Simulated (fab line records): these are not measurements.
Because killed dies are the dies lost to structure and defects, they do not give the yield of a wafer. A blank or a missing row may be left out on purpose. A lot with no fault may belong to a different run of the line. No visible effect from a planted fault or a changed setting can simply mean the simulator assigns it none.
What tool caused it? | flow nandHarc | 12 lots, 36 wafers sampled, at 4 steps of a route of 1159

== WHAT EACH GAUGE READ, for each wafer ==
NHARC_P_CONTACT_OVL_MEAS_13. Usual: overlayXNm 0.1 nm, standard deviation 0.82; overlayYNm -0.1 nm, standard deviation 0.8.
lot  | measured     | on         | overlayXNm (nm) | overlayYNm (nm) | flag
L448 | day 5 18:06  | overlay-02 | 0.2 1.1 0.9     | -0.6 -0.3 -0.3  | 
L449 | day 6 07:35  | overlay-01 | 1.5 0.9 0.9     | 0.5 0.4 0.3     | 
L451 | day 6 06:58  | overlay-02 | 1.1 1.0 1.9     | 0.2 0.5 -0.1    | 
L454 | day 7 10:49  | overlay-01 | 0.0 0.1 -0.1    | 0.9 0.8 -0.8    | 
L456 | day 8 04:16  | overlay-01 | -1.7 -1.5 -1.2  | 0.9 0.8 0.5     | 
L457 | day 8 07:22  | overlay-02 | -1.8 -1.7 -1.2  | 0.2 -0.2 -0.8   | 
L459 | day 8 17:30  | overlay-02 | 0.8 1.1 0.8     | 0.7 0.5 0.4     | 
L460 | day 8 16:55  | overlay-01 | -0.6 -0.3 -0.4  | -0.1 0.3 0.4    | 
L464 | day 9 15:58  | overlay-01 | 0.6 0.2 0.3     | -0.5 -0.1 -0.5  | 
L465 | day 10 03:14 | overlay-01 | -0.1 0.2 0.1    | -0.7 -0.5 -0.1  | 
L467 | day 10 16:29 | overlay-01 | -0.9 -1.2 -0.7  | -0.8 -1.2 -0.7  | 
L470 | day 11 02:38 | overlay-02 | 0.6 0.7 1.1     | -0.8 -0.2 -0.5  | 

== TOOL THAT RAN EACH LOT (tool first, then ch and the chambers of the sampled wafers, then the start) ==
lot  | NHARC_P_ZERO_WELL_DESCUM_13      | NHARC_P_ZERO_WELL_PEB_35        | NHARC_P_ZERO_WELL_DESCUM_39
L448 | rieDiel-08 ch 0,1,3, day 1 19:17 | lithoTrack-02 ch 0, day 1 22:12 | rieDiel-07 ch 0,2,3, day 1 22:28
L449 | rieDiel-08 ch 0,2,3, day 2 01:17 | lithoTrack-05 ch 0, day 2 03:53 | rieDiel-08 ch 0,1,3, day 2 04:09
L451 | rieDiel-08 ch 1,2,3, day 2 13:25 | lithoTrack-02 ch 0, day 2 16:08 | rieDiel-11 ch 1,2, day 2 16:23
L454 | rieDiel-11 ch 1,3, day 3 07:24   | lithoTrack-03 ch 0, day 3 10:02 | rieDiel-11 ch 1,3, day 3 10:18
L456 | rieDiel-08 ch 0,1, day 3 19:26   | lithoTrack-02 ch 0, day 3 22:02 | rieDiel-08 ch 1,2,3, day 3 22:20
L457 | rieDiel-07 ch 0,1, day 4 01:24   | lithoTrack-02 ch 0, day 4 04:30 | rieDiel-11 ch 0,1, day 4 04:46
L459 | rieDiel-08 ch 1,2, day 4 13:25   | lithoTrack-02 ch 0, day 4 16:03 | rieDiel-08 ch 1,2, day 4 16:18
L460 | rieDiel-11 ch 1,2,3, day 4 19:21 | lithoTrack-03 ch 0, day 4 21:49 | rieDiel-11 ch 0,3, day 4 22:04
L464 | rieDiel-11 ch 0,1,3, day 5 19:17 | lithoTrack-03 ch 0, day 5 21:53 | rieDiel-08 ch 1,3, day 5 22:09
L465 | rieDiel-07 ch 1,2, day 6 01:16   | lithoTrack-02 ch 0, day 6 03:53 | rieDiel-07 ch 0,2,3, day 6 04:10
L467 | rieDiel-11 ch 0,2,3, day 6 13:23 | lithoTrack-03 ch 0, day 6 16:09 | rieDiel-08 ch 1,2,3, day 6 16:24
L470 | rieDiel-11 ch 0,1,3, day 7 07:28 | lithoTrack-02 ch 0, day 7 10:08 | rieDiel-07 ch 1,2,3, day 7 10:25
- NHARC_P_ZERO_WELL_DESCUM_13: chemistry O2, time 3 s.
- NHARC_P_ZERO_WELL_PEB_35: peb time 85 s.
- NHARC_P_ZERO_WELL_DESCUM_39: chemistry O2, time 3 s.

== AS READ BY THE TOOLS THEMSELVES (means over the sampled wafers that have a number; for cases with no such wafer, the mark the record gives instead) ==
NHARC_P_ZERO_WELL_DESCUM_13. Usual: drypumpMotorCurrentA 5.8 A, standard deviation 0.45; oesProductAu 0.998 a.u., standard deviation 0.015; rfVppV 58.0 V, standard deviation 0.92; showerheadPlenumPTorr 1.97 Torr, standard deviation 0.078; throttleValvePct 11.311 %, standard deviation 0.0093.
lot  | tool       | drypumpMotorCurrentA (A) | oesProductAu (a.u.) | rfVppV (V) | showerheadPlenumPTorr (Torr) | throttleValvePct (%) | flag
L448 | rieDiel-08 | 6.1                      | 0.996               | 57.0       | 1.97                         | 11.309               | 
L449 | rieDiel-08 | 5.9                      | 0.989               | 57.9       | 2.02                         | 11.312               | 
L451 | rieDiel-08 | 6.0                      | 1.003               | 57.9       | 1.96                         | 11.301               | 
L454 | rieDiel-11 | 5.9                      | 0.982               | 57.9       | 1.98                         | 11.310               | 
L456 | rieDiel-08 | 5.9                      | 1.002               | 58.3       | 1.97                         | 11.313               | 
L457 | rieDiel-07 | 5.5                      | 1.010               | 57.6       | 1.96                         | 11.318               | 
L459 | rieDiel-08 | 6.0                      | 1.003               | 57.2       | 1.90                         | 11.310               | 
L460 | rieDiel-11 | 5.9                      | 0.993               | 57.5       | 1.97                         | 11.311               | 
L464 | rieDiel-11 | 5.7                      | 0.996               | 58.5       | 1.93                         | 11.304               | 
L465 | rieDiel-07 | 5.4                      | 1.004               | 58.1       | 2.04                         | 11.308               | 
L467 | rieDiel-11 | 5.7                      | 0.987               | 57.9       | 1.93                         | 11.303               | 
L470 | rieDiel-11 | 5.7                      | 0.987               | 58.1       | 1.93                         | 11.309               | 

NHARC_P_ZERO_WELL_PEB_35. Usual: chillPlateTempC 23.01 C, standard deviation 0.11; heaterPowerTotalW 163.98 W, standard deviation 0.28; plateTempC 118.01 C, standard deviation 0.13.
lot  | tool          | chillPlateTempC (C) | heaterPowerTotalW (W) | plateTempC (C) | flag
L448 | lithoTrack-02 | 23.16               | 164.01                | 118.12         | 
L449 | lithoTrack-05 | 22.98               | 164.12                | 117.96         | 
L451 | lithoTrack-02 | 22.91               | 164.13                | 118.03         | 
L454 | lithoTrack-03 | 23.16               | 163.83                | 117.92         | 
L456 | lithoTrack-02 | 23.04               | 164.06                | 118.11         | 
L457 | lithoTrack-02 | 22.92               | 163.96                | 117.91         | 
L459 | lithoTrack-02 | 22.93               | 164.03                | 117.89         | 
L460 | lithoTrack-03 | 22.93               | 163.67                | 117.95         | 
L464 | lithoTrack-03 | 23.09               | 162.59                | 117.28         | OFF
L465 | lithoTrack-02 | 22.91               | 163.86                | 118.15         | 
L467 | lithoTrack-03 | 22.98               | 162.46                | 117.17         | OFF
L470 | lithoTrack-02 | 23.00               | 164.14                | 118.13         | 

NHARC_P_ZERO_WELL_DESCUM_39. Usual: drypumpMotorCurrentA 5.8 A, standard deviation 0.4; oesProductAu 0.997 a.u., standard deviation 0.013; rfVppV 58.1 V, standard deviation 0.81; showerheadPlenumPTorr 1.96 Torr, standard deviation 0.075; throttleValvePct 11.312 %, standard deviation 0.0092.
lot  | tool       | drypumpMotorCurrentA (A) | oesProductAu (a.u.) | rfVppV (V) | showerheadPlenumPTorr (Torr) | throttleValvePct (%) | flag
L448 | rieDiel-07 | 5.5                      | 1.005               | 58.6       | 1.97                         | 11.317               | 
L449 | rieDiel-08 | 6.1                      | 0.995               | 58.0       | 1.97                         | 11.309               | 
L451 | rieDiel-11 | 5.9                      | 0.987               | 57.6       | 1.96                         | 11.298               | 
L454 | rieDiel-11 | 5.8                      | 0.987               | 58.1       | 1.97                         | 11.311               | 
L456 | rieDiel-08 | 6.0                      | 1.008               | 57.7       | 1.95                         | 11.314               | 
L457 | rieDiel-11 | 5.7                      | 0.977               | 58.1       | 1.89                         | 11.305               | 
L459 | rieDiel-08 | 5.7                      | 1.004               | 58.4       | 1.95                         | 11.310               | 
L460 | rieDiel-11 | 5.6                      | 0.990               | 57.5       | 1.89                         | 11.321               | 
L464 | rieDiel-08 | 6.4                      | 0.996               | 58.0       | 1.96                         | 11.307               | 
L465 | rieDiel-07 | 5.5                      | 1.001               | 58.5       | 1.96                         | 11.309               | 
L467 | rieDiel-08 | 6.0                      | 0.994               | 58.4       | 1.95                         | 11.318               | 
L470 | rieDiel-07 | 5.7                      | 1.005               | 56.7       | 2.04                         | 11.307               | 

== THE ANSWER, worked out from the rows above alone ==
Rule: a lot counts as off when the mean over its wafers that have a number is more than 3 standard deviations away from the usual mean. A lot without any number at a reading at which 4 lots or more have one is off too. All remaining lots with rows at the step are treated as sound. Order of review: gauges by route order, followed by the tools' own readings, for which a lot's mean as printed above is used. At the first step where some lot is off, the reading lying furthest off is the one used; lots without a number count as furthest.
Off at NHARC_P_ZERO_WELL_PEB_35 (plateTempC): L464, L467.
If a tool, at that step or one of the process steps before it, ran each lot that is off and ran no sound lot following the first of them, it fits. One fits: NHARC_P_ZERO_WELL_PEB_35 on lithoTrack-03. Its last sound lot is L460 (day 4 21:49), its first lot that is off L464 (day 5 21:53): a fault that began between those two fits.
The tool's own readings at NHARC_P_ZERO_WELL_PEB_35 bear it out: on the lots that are off they differ by more than 5 times the standard deviation of the sound lots' means. heaterPowerTotalW reads 162.53 W there against 163.98 W on the sound lots; plateTempC reads 117.22 C there against 118.02 C on the sound lots.

== WHAT THE SIMULATOR HAD PUT IN ==
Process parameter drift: lithoTrack-03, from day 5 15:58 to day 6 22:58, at NHARC_P_ZERO_WELL_PEB_35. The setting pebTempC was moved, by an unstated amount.
Lots struck among those shown: L464, L467. The rule above reached the same finding.
